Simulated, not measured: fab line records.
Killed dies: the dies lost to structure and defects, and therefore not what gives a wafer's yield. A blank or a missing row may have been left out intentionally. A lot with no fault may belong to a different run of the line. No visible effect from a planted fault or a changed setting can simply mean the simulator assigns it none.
fab line records || flow n5-finfet || part 2 of 2: steps 21 to 29 of 29
[record] {"lots": 5, "wafers": 15, "last-day": 16}
route steps=1938 shown PMOS_HMC_CHANNEL_EPI@70 FIN_SAQP@90
lots that met no fault: taken from a fault-free run of the same line
start-h: hours from the record's opening day to when the first of the lot's shown wafers began || wait-h: hours since the lot's step before || " as in the row above || L1.1+2: a row that stands for several wafers || - either no value or no given start || * or withheld: withheld || < > ~ a bound
route shown NAME@n: a module of which the file shows steps, and the number in the route of the first || usual: the fault-free wafers' mean and standard deviation || same: alike in all rows || chamber/n: place in a boat || sites: readings site by site || _std_site: the values' standard deviation || _edge_site: outer sites' mean less inner sites' || radius-mm: how far each site lies from the wafer's centre || mask NAME#n: copy n || behind: the most recent tool/chamber to have shaped the wafer || hold: reason for holding the lot/hours on hold/outcome of the hold || device: which transistor (n, p or np) failed to switch || end of line: the route-end tests of the same wafers || for a step that has no rows: nothing shown but its recipe || killed: count of dies lost to structure and defects at first sort (not the wafer's yield) || map: shows each die of a wafer: x if killed, . if not, _ if none is there
set.NAME: the setting that was run; set.NAME@STEP: the one run at that earlier step || model.NAME: the simulator's own value behind a step, which no gauge read
lots seen at some steps along the route; tables by step, rows by wafer
services: a tool's chamber out of use, with start hour (start-h, from the record's first day; less than 0 if before it), hours out, and reason
[[steps]]
[step N5_FIN_SAQP_PRECLEAN_00]
[recipe] {"chemistry": "SC1", "time-s": 60, "temp-c": 55, "mix": "1:2:50"}
[usual] {"temp-c": "55.00/0.12"}
[same] {"time-s": 60}
{"lot.wafer": "L076.3", "tool": "wet-bench-02", "chamber": 5, "start-h": 32.07, "wait-h": 0.0, "temp-c": 54.97}
{"lot.wafer": "L076.4", "tool": "wet-bench-02", "chamber": 0, "start-h": 32.07, "wait-h": 0.0, "temp-c": 54.94}
{"lot.wafer": "L076.6", "tool": "wet-bench-02", "chamber": 4, "start-h": 32.07, "wait-h": 0.0, "temp-c": 55.16}
{"lot.wafer": "L083.2", "tool": "wet-bench-03", "chamber": 6, "start-h": 74.34, "wait-h": 0.0, "temp-c": 55.05}
{"lot.wafer": "L083.3", "tool": "wet-bench-03", "chamber": 5, "start-h": 74.34, "wait-h": 0.0, "temp-c": 55.12}
{"lot.wafer": "L083.4", "tool": "wet-bench-03", "chamber": 4, "start-h": 74.34, "wait-h": 0.0, "temp-c": 55.18}
{"lot.wafer": "L084.2", "tool": "wet-bench-01", "chamber": 3, "start-h": 80.40, "wait-h": 0.0, "temp-c": 54.77}
{"lot.wafer": "L084.4", "tool": "wet-bench-01", "chamber": 5, "start-h": 80.40, "wait-h": 0.0, "temp-c": 55.18}
{"lot.wafer": "L084.5", "tool": "wet-bench-01", "chamber": 4, "start-h": 80.40, "wait-h": 0.0, "temp-c": 55.15}
{"lot.wafer": "L087.1", "tool": "wet-bench-03", "chamber": 7, "start-h": 98.30, "wait-h": 0.0, "temp-c": 54.89}
{"lot.wafer": "L087.2", "tool": "wet-bench-03", "chamber": 5, "start-h": 98.30, "wait-h": 0.0, "temp-c": 54.84}
{"lot.wafer": "L087.4", "tool": "wet-bench-03", "chamber": 0, "start-h": 98.30, "wait-h": 0.0, "temp-c": 54.97}
{"lot.wafer": "L089.2", "tool": "wet-bench-03", "chamber": 0, "start-h": 111.07, "wait-h": 0.0, "temp-c": 55.04}
{"lot.wafer": "L089.5", "tool": "wet-bench-03", "chamber": 6, "start-h": 111.07, "wait-h": 0.0, "temp-c": 55.06}
{"lot.wafer": "L089.6", "tool": "wet-bench-03", "chamber": 5, "start-h": 111.07, "wait-h": 0.0, "temp-c": 55.00}
[step N5_FIN_SAQP_PRECLEAN_44]
[recipe] {"chemistry": "SC2", "time-s": 45, "temp-c": 35, "mix": "1:1:50"}
[usual] {"temp-c": "35.00/0.12"}
[same] {"time-s": 45}
{"lot.wafer": "L076.3", "tool": "wet-bench-02", "chamber": 5, "start-h": 32.09, "wait-h": 0.0, "temp-c": 34.99}
{"lot.wafer": "L076.4", "tool": "wet-bench-02", "chamber": 0, "start-h": 32.09, "wait-h": 0.0, "temp-c": 34.83}
{"lot.wafer": "L076.6", "tool": "wet-bench-02", "chamber": 4, "start-h": 32.09, "wait-h": 0.0, "temp-c": 34.73}
{"lot.wafer": "L083.2", "tool": "wet-bench-03", "chamber": 6, "start-h": 74.36, "wait-h": 0.0, "temp-c": 34.94}
{"lot.wafer": "L083.3", "tool": "wet-bench-03", "chamber": 5, "start-h": 74.36, "wait-h": 0.0, "temp-c": 35.03}
{"lot.wafer": "L083.4", "tool": "wet-bench-03", "chamber": 4, "start-h": 74.36, "wait-h": 0.0, "temp-c": 34.96}
{"lot.wafer": "L084.2", "tool": "wet-bench-01", "chamber": 3, "start-h": 80.42, "wait-h": 0.0, "temp-c": 35.17}
{"lot.wafer": "L084.4", "tool": "wet-bench-01", "chamber": 5, "start-h": 80.42, "wait-h": 0.0, "temp-c": 34.88}
{"lot.wafer": "L084.5", "tool": "wet-bench-01", "chamber": 4, "start-h": 80.42, "wait-h": 0.0, "temp-c": 35.15}
{"lot.wafer": "L087.1", "tool": "wet-bench-03", "chamber": 7, "start-h": 98.31, "wait-h": 0.0, "temp-c": 35.03}
{"lot.wafer": "L087.2", "tool": "wet-bench-03", "chamber": 5, "start-h": 98.31, "wait-h": 0.0, "temp-c": 34.98}
{"lot.wafer": "L087.4", "tool": "wet-bench-03", "chamber": 0, "start-h": 98.31, "wait-h": 0.0, "temp-c": 34.98}
{"lot.wafer": "L089.2", "tool": "wet-bench-03", "chamber": 0, "start-h": 111.08, "wait-h": 0.0, "temp-c": 34.82}
{"lot.wafer": "L089.5", "tool": "wet-bench-03", "chamber": 6, "start-h": 111.08, "wait-h": 0.0, "temp-c": 35.18}
{"lot.wafer": "L089.6", "tool": "wet-bench-03", "chamber": 5, "start-h": 111.08, "wait-h": 0.0, "temp-c": 35.14}
[step N5_FIN_SAQP_SRD_01]
[recipe] {"dry": "ipa-marangoni", "time-s": 30, "temp-c": 23, "rinse-liquid": "diw"}
[usual] {"temp-c": "23.01/0.1"}
[same] {"time-s": 30}
{"lot.wafer": "L076.3", "tool": "wet-bench-02", "chamber": 5, "start-h": 32.10, "wait-h": 0.0, "temp-c": 23.02}
{"lot.wafer": "L076.4", "tool": "wet-bench-02", "chamber": 0, "start-h": 32.10, "wait-h": 0.0, "temp-c": 22.93}
{"lot.wafer": "L076.6", "tool": "wet-bench-02", "chamber": 4, "start-h": 32.10, "wait-h": 0.0, "temp-c": 22.99}
{"lot.wafer": "L083.2", "tool": "wet-bench-03", "chamber": 6, "start-h": 74.37, "wait-h": 0.0, "temp-c": 22.95}
{"lot.wafer": "L083.3", "tool": "wet-bench-03", "chamber": 5, "start-h": 74.37, "wait-h": 0.0, "temp-c": 23.06}
{"lot.wafer": "L083.4", "tool": "wet-bench-03", "chamber": 4, "start-h": 74.37, "wait-h": 0.0, "temp-c": 23.02}
{"lot.wafer": "L084.2", "tool": "wet-bench-01", "chamber": 3, "start-h": 80.43, "wait-h": 0.0, "temp-c": 23.09}
{"lot.wafer": "L084.4", "tool": "wet-bench-01", "chamber": 5, "start-h": 80.43, "wait-h": 0.0, "temp-c": 22.94}
{"lot.wafer": "L084.5", "tool": "wet-bench-01", "chamber": 4, "start-h": 80.43, "wait-h": 0.0, "temp-c": 22.94}
{"lot.wafer": "L087.1", "tool": "wet-bench-03", "chamber": 7, "start-h": 98.33, "wait-h": 0.0, "temp-c": 23.09}
{"lot.wafer": "L087.2", "tool": "wet-bench-03", "chamber": 5, "start-h": 98.33, "wait-h": 0.0, "temp-c": 23.13}
{"lot.wafer": "L087.4", "tool": "wet-bench-03", "chamber": 0, "start-h": 98.33, "wait-h": 0.0, "temp-c": 23.02}
{"lot.wafer": "L089.2", "tool": "wet-bench-03", "chamber": 0, "start-h": 111.09, "wait-h": 0.0, "temp-c": 22.99}
{"lot.wafer": "L089.5", "tool": "wet-bench-03", "chamber": 6, "start-h": 111.09, "wait-h": 0.0, "temp-c": 22.83}
{"lot.wafer": "L089.6", "tool": "wet-bench-03", "chamber": 5, "start-h": 111.09, "wait-h": 0.0, "temp-c": 22.91}
[step N5_FIN_SAQP_ALD_61]
[recipe] {"material": "SiO2", "target-thk-a": 40, "temp-c": 300, "ald-precursor-family": "BDEAS", "ald-co-reactant": "O2-plasma", "pulse-time-s": 1, "purge-time-s": 2, "co-reactant-purge-time-s": 2, "ald-cycles": 43, "pressure-torr": 2}
[usual] {"heater-power-w": "489/38", "precursor-pulse-height-rel": "0.999/0.021"}
{"lot.wafer": "L076.3", "tool": "ald-sin-01", "chamber": 0, "start-h": 33.97, "wait-h": 1.8, "heater-power-w": 541, "precursor-pulse-height-rel": 0.982}
{"lot.wafer": "L076.4", "tool": "ald-sin-01", "chamber": 2, "start-h": 33.97, "wait-h": 1.8, "heater-power-w": 443, "precursor-pulse-height-rel": 0.979}
{"lot.wafer": "L076.6", "tool": "ald-sin-01", "chamber": 3, "start-h": 33.97, "wait-h": 1.8, "heater-power-w": 448, "precursor-pulse-height-rel": 0.951}
{"lot.wafer": "L083.2", "tool": "ald-sin-04", "chamber": 1, "start-h": 74.42, "wait-h": 0.0, "heater-power-w": 467, "precursor-pulse-height-rel": 1.035}
{"lot.wafer": "L083.3", "tool": "ald-sin-04", "chamber": 3, "start-h": 74.42, "wait-h": 0.0, "heater-power-w": 454, "precursor-pulse-height-rel": 0.959}
{"lot.wafer": "L083.4", "tool": "ald-sin-04", "chamber": 0, "start-h": 74.42, "wait-h": 0.0, "heater-power-w": 507, "precursor-pulse-height-rel": 1.007}
{"lot.wafer": "L084.2", "tool": "ald-sin-04", "chamber": 2, "start-h": 80.48, "wait-h": 0.0, "heater-power-w": 550, "precursor-pulse-height-rel": 1.019}
{"lot.wafer": "L084.4", "tool": "ald-sin-04", "chamber": 3, "start-h": 80.48, "wait-h": 0.0, "heater-power-w": 451, "precursor-pulse-height-rel": 0.955}
{"lot.wafer": "L084.5", "tool": "ald-sin-04", "chamber": 1, "start-h": 80.48, "wait-h": 0.0, "heater-power-w": 475, "precursor-pulse-height-rel": 1.018}
{"lot.wafer": "L087.1", "tool": "ald-sin-02", "chamber": 1, "start-h": 99.44, "wait-h": 1.1, "heater-power-w": 461, "precursor-pulse-height-rel": 1.009}
{"lot.wafer": "L087.2", "tool": "ald-sin-02", "chamber": 3, "start-h": 99.44, "wait-h": 1.1, "heater-power-w": 465, "precursor-pulse-height-rel": 1.000}
{"lot.wafer": "L087.4", "tool": "ald-sin-02", "chamber": 2, "start-h": 99.44, "wait-h": 1.1, "heater-power-w": 510, "precursor-pulse-height-rel": 0.984}
{"lot.wafer": "L089.2", "tool": "ald-sin-02", "chamber": 3, "start-h": 111.75, "wait-h": 0.6, "heater-power-w": 452, "precursor-pulse-height-rel": 1.004}
{"lot.wafer": "L089.5", "tool": "ald-sin-02", "chamber": 2, "start-h": 111.75, "wait-h": 0.6, "heater-power-w": 504, "precursor-pulse-height-rel": 0.975}
{"lot.wafer": "L089.6", "tool": "ald-sin-02", "chamber": 3, "start-h": 111.75, "wait-h": 0.6, "heater-power-w": 462, "precursor-pulse-height-rel": 0.978}
[step N5_FIN_SAQP_DENSIFY_62]
[recipe] {"temp-c": 700, "time-s": 60, "ambient": "N2", "idle-temp-c": 600, "ramp-up-c-per-s": 150, "ramp-down-c-per-s": 60, "cool-to-c": 600}
[usual] {"lamp-power-pct": "9.85/0.056", "wafer_temp_C_max": "703.3/0.6"}
[same] {"time-s": 60}
{"lot.wafer": "L076.3", "tool": "rtp-anneal-01", "chamber": 0, "start-h": 34.37, "wait-h": 0.3, "lamp-power-pct": 9.88, "wafer_temp_C_max": 703.8}
{"lot.wafer": "L076.4", "tool": "rtp-anneal-01", "chamber": 0, "start-h": 34.37, "wait-h": 0.3, "lamp-power-pct": 9.82, "wafer_temp_C_max": 702.3}
{"lot.wafer": "L076.6", "tool": "rtp-anneal-01", "chamber": 0, "start-h": 34.37, "wait-h": 0.3, "lamp-power-pct": 9.74, "wafer_temp_C_max": 703.7}
{"lot.wafer": "L083.2", "tool": "rtp-anneal-01", "chamber": 0, "start-h": 74.65, "wait-h": 0.1, "lamp-power-pct": 9.86, "wafer_temp_C_max": 703.1}
{"lot.wafer": "L083.3", "tool": "rtp-anneal-01", "chamber": 0, "start-h": 74.65, "wait-h": 0.1, "lamp-power-pct": 9.88, "wafer_temp_C_max": 703.7}
{"lot.wafer": "L083.4", "tool": "rtp-anneal-01", "chamber": 0, "start-h": 74.65, "wait-h": 0.1, "lamp-power-pct": 9.80, "wafer_temp_C_max": 702.5}
{"lot.wafer": "L084.2", "tool": "rtp-anneal-01", "chamber": 0, "start-h": 80.71, "wait-h": 0.1, "lamp-power-pct": 9.82, "wafer_temp_C_max": 702.9}
{"lot.wafer": "L084.4", "tool": "rtp-anneal-01", "chamber": 0, "start-h": 80.71, "wait-h": 0.1, "lamp-power-pct": 9.87, "wafer_temp_C_max": 703.3}
{"lot.wafer": "L084.5", "tool": "rtp-anneal-01", "chamber": 0, "start-h": 80.71, "wait-h": 0.1, "lamp-power-pct": 9.78, "wafer_temp_C_max": 702.9}
{"lot.wafer": "L087.1", "tool": "rtp-anneal-01", "chamber": 0, "start-h": 99.64, "wait-h": 0.1, "lamp-power-pct": 9.86, "wafer_temp_C_max": 703.4}
{"lot.wafer": "L087.2", "tool": "rtp-anneal-01", "chamber": 0, "start-h": 99.64, "wait-h": 0.1, "lamp-power-pct": 9.76, "wafer_temp_C_max": 704.1}
{"lot.wafer": "L087.4", "tool": "rtp-anneal-01", "chamber": 0, "start-h": 99.64, "wait-h": 0.1, "lamp-power-pct": 9.93, "wafer_temp_C_max": 703.0}
{"lot.wafer": "L089.2", "tool": "rtp-anneal-01", "chamber": 0, "start-h": 111.98, "wait-h": 0.1, "lamp-power-pct": 9.82, "wafer_temp_C_max": 703.8}
{"lot.wafer": "L089.5", "tool": "rtp-anneal-01", "chamber": 0, "start-h": 111.98, "wait-h": 0.1, "lamp-power-pct": 9.84, "wafer_temp_C_max": 703.0}
{"lot.wafer": "L089.6", "tool": "rtp-anneal-01", "chamber": 0, "start-h": 111.98, "wait-h": 0.1, "lamp-power-pct": 9.80, "wafer_temp_C_max": 704.4}
[step N5_FIN_SAQP_HM_DEP_03]
[recipe] {"material": "SiNx", "target-thk-a": 380, "temp-c": 400, "precursor": "SiH4/NH3/N2", "pressure-torr": 1.5, "rf-w": 300, "time-s": 33.6}
[usual] {"heater-power-w": "757/90", "showerhead-plenum-p-Torr": "5.16/0.092", "throttle-valve-pct": "40.4/2.2"}
[same] {"time-s": 33.6}
{"lot.wafer": "L076.3", "tool": "pecvd-04", "chamber": 1, "start-h": 34.55, "wait-h": 0.2, "heater-power-w": 672, "showerhead-plenum-p-Torr": 5.02, "throttle-valve-pct": 44.2}
{"lot.wafer": "L076.4", "tool": "pecvd-04", "chamber": 0, "start-h": 34.55, "wait-h": 0.2, "heater-power-w": 690, "showerhead-plenum-p-Torr": 5.31, "throttle-valve-pct": 40.3}
{"lot.wafer": "L076.6", "tool": "pecvd-04", "chamber": 0, "start-h": 34.55, "wait-h": 0.2, "heater-power-w": 698, "showerhead-plenum-p-Torr": 5.30, "throttle-valve-pct": 40.2}
{"lot.wafer": "L083.2", "tool": "pecvd-02", "chamber": 2, "start-h": 74.84, "wait-h": 0.2, "heater-power-w": 731, "showerhead-plenum-p-Torr": 5.15, "throttle-valve-pct": 37.4}
{"lot.wafer": "L083.3", "tool": "pecvd-02", "chamber": 1, "start-h": 74.84, "wait-h": 0.2, "heater-power-w": 565, "showerhead-plenum-p-Torr": 5.10, "throttle-valve-pct": 41.0}
{"lot.wafer": "L083.4", "tool": "pecvd-02", "chamber": 2, "start-h": 74.84, "wait-h": 0.2, "heater-power-w": 756, "showerhead-plenum-p-Torr": 5.13, "throttle-valve-pct": 37.3}
{"lot.wafer": "L084.2", "tool": "pecvd-02", "chamber": 2, "start-h": 80.90, "wait-h": 0.2, "heater-power-w": 820, "showerhead-plenum-p-Torr": 5.15, "throttle-valve-pct": 37.1}
{"lot.wafer": "L084.4", "tool": "pecvd-02", "chamber": 1, "start-h": 80.90, "wait-h": 0.2, "heater-power-w": 693, "showerhead-plenum-p-Torr": 5.12, "throttle-valve-pct": 40.9}
{"lot.wafer": "L084.5", "tool": "pecvd-02", "chamber": 0, "start-h": 80.90, "wait-h": 0.2, "heater-power-w": 852, "showerhead-plenum-p-Torr": 5.18, "throttle-valve-pct": 38.2}
{"lot.wafer": "L087.1", "tool": "pecvd-02", "chamber": 1, "start-h": 99.87, "wait-h": 0.2, "heater-power-w": 672, "showerhead-plenum-p-Torr": 5.12, "throttle-valve-pct": 41.0}
{"lot.wafer": "L087.2", "tool": "pecvd-02", "chamber": 2, "start-h": 99.87, "wait-h": 0.2, "heater-power-w": 756, "showerhead-plenum-p-Torr": 5.15, "throttle-valve-pct": 37.2}
{"lot.wafer": "L087.4", "tool": "pecvd-02", "chamber": 0, "start-h": 99.87, "wait-h": 0.2, "heater-power-w": 904, "showerhead-plenum-p-Torr": 5.17, "throttle-valve-pct": 38.2}
{"lot.wafer": "L089.2", "tool": "pecvd-04", "chamber": 2, "start-h": 112.17, "wait-h": 0.2, "heater-power-w": 822, "showerhead-plenum-p-Torr": 5.24, "throttle-valve-pct": 39.5}
{"lot.wafer": "L089.5", "tool": "pecvd-04", "chamber": 2, "start-h": 112.17, "wait-h": 0.2, "heater-power-w": 819, "showerhead-plenum-p-Torr": 5.25, "throttle-valve-pct": 39.5}
{"lot.wafer": "L089.6", "tool": "pecvd-04", "chamber": 1, "start-h": 112.17, "wait-h": 0.2, "heater-power-w": 653, "showerhead-plenum-p-Torr": 5.03, "throttle-valve-pct": 44.4}
[step N5_FIN_SAQP_THK_MEAS_05]
[usual] {"thk-nm": "38.0/0.61"}
{"lot.wafer": "L076.3", "tool": "film-metro-02", "chamber": "-", "start-h": 34.64, "wait-h": 0.1, "thk-nm": 37.7}
{"lot.wafer": "L076.4", "tool": "film-metro-02", "chamber": "-", "start-h": 34.64, "wait-h": 0.1, "thk-nm": 37.6}
{"lot.wafer": "L076.6", "tool": "film-metro-02", "chamber": "-", "start-h": 34.64, "wait-h": 0.1, "thk-nm": 37.8}
{"lot.wafer": "L083.2", "tool": "film-metro-02", "chamber": "-", "start-h": 74.92, "wait-h": 0.1, "thk-nm": 36.8}
{"lot.wafer": "L083.3", "tool": "film-metro-02", "chamber": "-", "start-h": 74.92, "wait-h": 0.1, "thk-nm": 37.7}
{"lot.wafer": "L083.4", "tool": "film-metro-02", "chamber": "-", "start-h": 74.92, "wait-h": 0.1, "thk-nm": 37.6}
{"lot.wafer": "L084.2", "tool": "film-metro-01", "chamber": "-", "start-h": 80.98, "wait-h": 0.1, "thk-nm": 37.4}
{"lot.wafer": "L084.4", "tool": "film-metro-01", "chamber": "-", "start-h": 80.98, "wait-h": 0.1, "thk-nm": 38.3}
{"lot.wafer": "L084.5", "tool": "film-metro-01", "chamber": "-", "start-h": 80.98, "wait-h": 0.1, "thk-nm": 38.3}
{"lot.wafer": "L087.1", "tool": "film-metro-02", "chamber": "-", "start-h": 99.97, "wait-h": 0.1, "thk-nm": 38.0}
{"lot.wafer": "L087.2", "tool": "film-metro-02", "chamber": "-", "start-h": 99.97, "wait-h": 0.1, "thk-nm": 37.0}
{"lot.wafer": "L087.4", "tool": "film-metro-02", "chamber": "-", "start-h": 99.97, "wait-h": 0.1, "thk-nm": 38.5}
{"lot.wafer": "L089.2", "tool": "film-metro-02", "chamber": "-", "start-h": 112.26, "wait-h": 0.1, "thk-nm": 38.1}
{"lot.wafer": "L089.5", "tool": "film-metro-02", "chamber": "-", "start-h": 112.26, "wait-h": 0.1, "thk-nm": 38.1}
{"lot.wafer": "L089.6", "tool": "film-metro-02", "chamber": "-", "start-h": 112.26, "wait-h": 0.1, "thk-nm": 38.3}
[step N5_FIN_SAQP_PECVD_47]
[recipe] {"material": "a-Si", "target-thk-a": 450, "temp-c": 400, "precursor": "SiH4/He", "pressure-torr": 3, "rf-w": 100, "time-s": 36.3}
[usual] {"heater-power-w": "833/93", "showerhead-plenum-p-Torr": "5.67/0.05", "throttle-valve-pct": "18.1/0.87"}
[same] {"time-s": 36.3}
{"lot.wafer": "L076.3", "tool": "pecvd-04", "chamber": 1, "start-h": 34.69, "wait-h": 0.1, "heater-power-w": 735, "showerhead-plenum-p-Torr": 5.59, "throttle-valve-pct": 20.6}
{"lot.wafer": "L076.4", "tool": "pecvd-04", "chamber": 0, "start-h": 34.69, "wait-h": 0.1, "heater-power-w": 809, "showerhead-plenum-p-Torr": 5.78, "throttle-valve-pct": 18.3}
{"lot.wafer": "L076.6", "tool": "pecvd-04", "chamber": 1, "start-h": 34.69, "wait-h": 0.1, "heater-power-w": 728, "showerhead-plenum-p-Torr": 5.59, "throttle-valve-pct": 20.3}
{"lot.wafer": "L083.2", "tool": "pecvd-01", "chamber": 1, "start-h": 74.96, "wait-h": 0.0, "heater-power-w": 811, "showerhead-plenum-p-Torr": 5.65, "throttle-valve-pct": 18.4}
{"lot.wafer": "L083.3", "tool": "pecvd-01", "chamber": 0, "start-h": 74.96, "wait-h": 0.0, "heater-power-w": 902, "showerhead-plenum-p-Torr": 5.65, "throttle-valve-pct": 18.0}
{"lot.wafer": "L083.4", "tool": "pecvd-01", "chamber": 1, "start-h": 74.96, "wait-h": 0.0, "heater-power-w": 803, "showerhead-plenum-p-Torr": 5.65, "throttle-valve-pct": 18.2}
{"lot.wafer": "L084.2", "tool": "pecvd-01", "chamber": 1, "start-h": 81.02, "wait-h": 0.0, "heater-power-w": 694, "showerhead-plenum-p-Torr": 5.65, "throttle-valve-pct": 18.6}
{"lot.wafer": "L084.4", "tool": "pecvd-01", "chamber": 1, "start-h": 81.02, "wait-h": 0.0, "heater-power-w": 683, "showerhead-plenum-p-Torr": 5.66, "throttle-valve-pct": 18.6}
{"lot.wafer": "L084.5", "tool": "pecvd-01", "chamber": 2, "start-h": 81.02, "wait-h": 0.0, "heater-power-w": 887, "showerhead-plenum-p-Torr": 5.68, "throttle-valve-pct": 17.2}
{"lot.wafer": "L087.1", "tool": "pecvd-01", "chamber": 2, "start-h": 100.00, "wait-h": 0.0, "heater-power-w": 920, "showerhead-plenum-p-Torr": 5.68, "throttle-valve-pct": 17.5}
{"lot.wafer": "L087.2", "tool": "pecvd-01", "chamber": 0, "start-h": 100.00, "wait-h": 0.0, "heater-power-w": 1008, "showerhead-plenum-p-Torr": 5.65, "throttle-valve-pct": 18.1}
{"lot.wafer": "L087.4", "tool": "pecvd-01", "chamber": 0, "start-h": 100.00, "wait-h": 0.0, "heater-power-w": 1000, "showerhead-plenum-p-Torr": 5.66, "throttle-valve-pct": 18.2}
{"lot.wafer": "L089.2", "tool": "pecvd-01", "chamber": 2, "start-h": 112.29, "wait-h": 0.0, "heater-power-w": 814, "showerhead-plenum-p-Torr": 5.70, "throttle-valve-pct": 17.2}
{"lot.wafer": "L089.5", "tool": "pecvd-01", "chamber": 2, "start-h": 112.29, "wait-h": 0.0, "heater-power-w": 810, "showerhead-plenum-p-Torr": 5.68, "throttle-valve-pct": 17.4}
{"lot.wafer": "L089.6", "tool": "pecvd-01", "chamber": 1, "start-h": 112.29, "wait-h": 0.0, "heater-power-w": 715, "showerhead-plenum-p-Torr": 5.65, "throttle-valve-pct": 18.5}
[step N5_FIN_SAQP_PECVD_48]
[recipe] {"material": "SiNx", "target-thk-a": 250, "temp-c": 400, "precursor": "SiH4/NH3/N2", "pressure-torr": 1.5, "rf-w": 300, "time-s": 22.1}
[usual] {"heater-power-w": "773/94", "showerhead-plenum-p-Torr": "5.15/0.069", "throttle-valve-pct": "39.7/1.9"}
[same] {"time-s": 22.1}
{"lot.wafer": "L076.3", "tool": "pecvd-04", "chamber": 1, "start-h": 34.75, "wait-h": 0.0, "heater-power-w": 787, "showerhead-plenum-p-Torr": 5.02, "throttle-valve-pct": 44.1}
{"lot.wafer": "L076.4", "tool": "pecvd-04", "chamber": 0, "start-h": 34.75, "wait-h": 0.0, "heater-power-w": 643, "showerhead-plenum-p-Torr": 5.29, "throttle-valve-pct": 40.0}
{"lot.wafer": "L076.6", "tool": "pecvd-04", "chamber": 1, "start-h": 34.75, "wait-h": 0.0, "heater-power-w": 793, "showerhead-plenum-p-Torr": 5.00, "throttle-valve-pct": 44.2}
{"lot.wafer": "L083.2", "tool": "pecvd-01", "chamber": 1, "start-h": 75.00, "wait-h": 0.0, "heater-power-w": 764, "showerhead-plenum-p-Torr": 5.10, "throttle-valve-pct": 40.5}
{"lot.wafer": "L083.3", "tool": "pecvd-01", "chamber": 0, "start-h": 75.00, "wait-h": 0.0, "heater-power-w": 908, "showerhead-plenum-p-Torr": 5.15, "throttle-valve-pct": 39.8}
{"lot.wafer": "L083.4", "tool": "pecvd-01", "chamber": 1, "start-h": 75.00, "wait-h": 0.0, "heater-power-w": 735, "showerhead-plenum-p-Torr": 5.12, "throttle-valve-pct": 40.6}
{"lot.wafer": "L084.2", "tool": "pecvd-01", "chamber": 1, "start-h": 81.06, "wait-h": 0.0, "heater-power-w": 727, "showerhead-plenum-p-Torr": 5.11, "throttle-valve-pct": 40.3}
{"lot.wafer": "L084.4", "tool": "pecvd-01", "chamber": 1, "start-h": 81.06, "wait-h": 0.0, "heater-power-w": 729, "showerhead-plenum-p-Torr": 5.12, "throttle-valve-pct": 40.6}
{"lot.wafer": "L084.5", "tool": "pecvd-01", "chamber": 2, "start-h": 81.06, "wait-h": 0.0, "heater-power-w": 866, "showerhead-plenum-p-Torr": 5.18, "throttle-valve-pct": 37.8}
{"lot.wafer": "L087.1", "tool": "pecvd-01", "chamber": 2, "start-h": 100.05, "wait-h": 0.0, "heater-power-w": 855, "showerhead-plenum-p-Torr": 5.18, "throttle-valve-pct": 38.1}
{"lot.wafer": "L087.2", "tool": "pecvd-01", "chamber": 0, "start-h": 100.05, "wait-h": 0.0, "heater-power-w": 941, "showerhead-plenum-p-Torr": 5.13, "throttle-valve-pct": 39.8}
{"lot.wafer": "L087.4", "tool": "pecvd-01", "chamber": 0, "start-h": 100.05, "wait-h": 0.0, "heater-power-w": 943, "showerhead-plenum-p-Torr": 5.12, "throttle-valve-pct": 39.6}
{"lot.wafer": "L089.2", "tool": "pecvd-01", "chamber": 2, "start-h": 112.33, "wait-h": 0.0, "heater-power-w": 784, "showerhead-plenum-p-Torr": 5.19, "throttle-valve-pct": 37.8}
{"lot.wafer": "L089.5", "tool": "pecvd-01", "chamber": 2, "start-h": 112.33, "wait-h": 0.0, "heater-power-w": 798, "showerhead-plenum-p-Torr": 5.17, "throttle-valve-pct": 37.9}
{"lot.wafer": "L089.6", "tool": "pecvd-01", "chamber": 1, "start-h": 112.33, "wait-h": 0.0, "heater-power-w": 648, "showerhead-plenum-p-Torr": 5.12, "throttle-valve-pct": 40.5}
[[services]]
{"tool": "ald-sin-01", "chamber": 3, "start-h": 14.77, "hours": 4.3, "kind": "repair"}
{"tool": "ald-sin-02", "chamber": 0, "start-h": 15.13, "hours": 5.0, "kind": "repair"}
{"tool": "rie-diel-03", "chamber": 3, "start-h": 19.67, "hours": 2.8, "kind": "repair"}
{"tool": "rie-si-06", "chamber": 3, "start-h": 23.44, "hours": 1.9, "kind": "repair"}
{"tool": "wet-bench-03", "chamber": "-", "start-h": 24.24, "hours": 4.4, "kind": "repair"}
{"tool": "ald-sin-04", "chamber": 0, "start-h": 24.93, "hours": 18.6, "kind": "repair"}
{"tool": "rie-si-06", "chamber": 3, "start-h": 27.42, "hours": 1.4, "kind": "repair"}
{"tool": "ald-sin-02", "chamber": "-", "start-h": 28.64, "hours": 12.0, "kind": "repair"}
{"tool": "cmp-02", "chamber": "-", "start-h": 31.20, "hours": 0.6, "kind": "repair"}
{"tool": "cmp-01", "chamber": "-", "start-h": 45.35, "hours": 4.0, "kind": "repair"}
{"tool": "rie-si-04", "chamber": 3, "start-h": 45.57, "hours": 4.1, "kind": "repair"}
{"tool": "rie-si-04", "chamber": "-", "start-h": 50.82, "hours": 2.2, "kind": "repair"}
{"tool": "rie-diel-05", "chamber": 0, "start-h": 51.68, "hours": 3.7, "kind": "repair"}
{"tool": "cmp-01", "chamber": "-", "start-h": 52.15, "hours": 4.1, "kind": "pm"}
{"tool": "cmp-02", "chamber": "-", "start-h": 52.54, "hours": 1.1, "kind": "repair"}
{"tool": "cmp-02", "chamber": "-", "start-h": 54.17, "hours": 0.5, "kind": "repair"}
{"tool": "rie-si-04", "chamber": "-", "start-h": 54.79, "hours": 0.3, "kind": "repair"}
{"tool": "rie-si-06", "chamber": 1, "start-h": 81.23, "hours": 2.9, "kind": "repair"}
{"tool": "ald-sin-02", "chamber": 1, "start-h": 85.55, "hours": 8.5, "kind": "repair"}
{"tool": "cmp-02", "chamber": "-", "start-h": 96.15, "hours": 0.2, "kind": "repair"}
{"tool": "rie-diel-03", "chamber": 2, "start-h": 102.53, "hours": 7.6, "kind": "repair"}
{"tool": "pecvd-02", "chamber": "-", "start-h": 105.74, "hours": 2.8, "kind": "pm"}
{"tool": "wet-bench-02", "chamber": "-", "start-h": 110.80, "hours": 1.1, "kind": "repair"}
{"tool": "cmp-02", "chamber": "-", "start-h": 112.12, "hours": 4.4, "kind": "pm"}
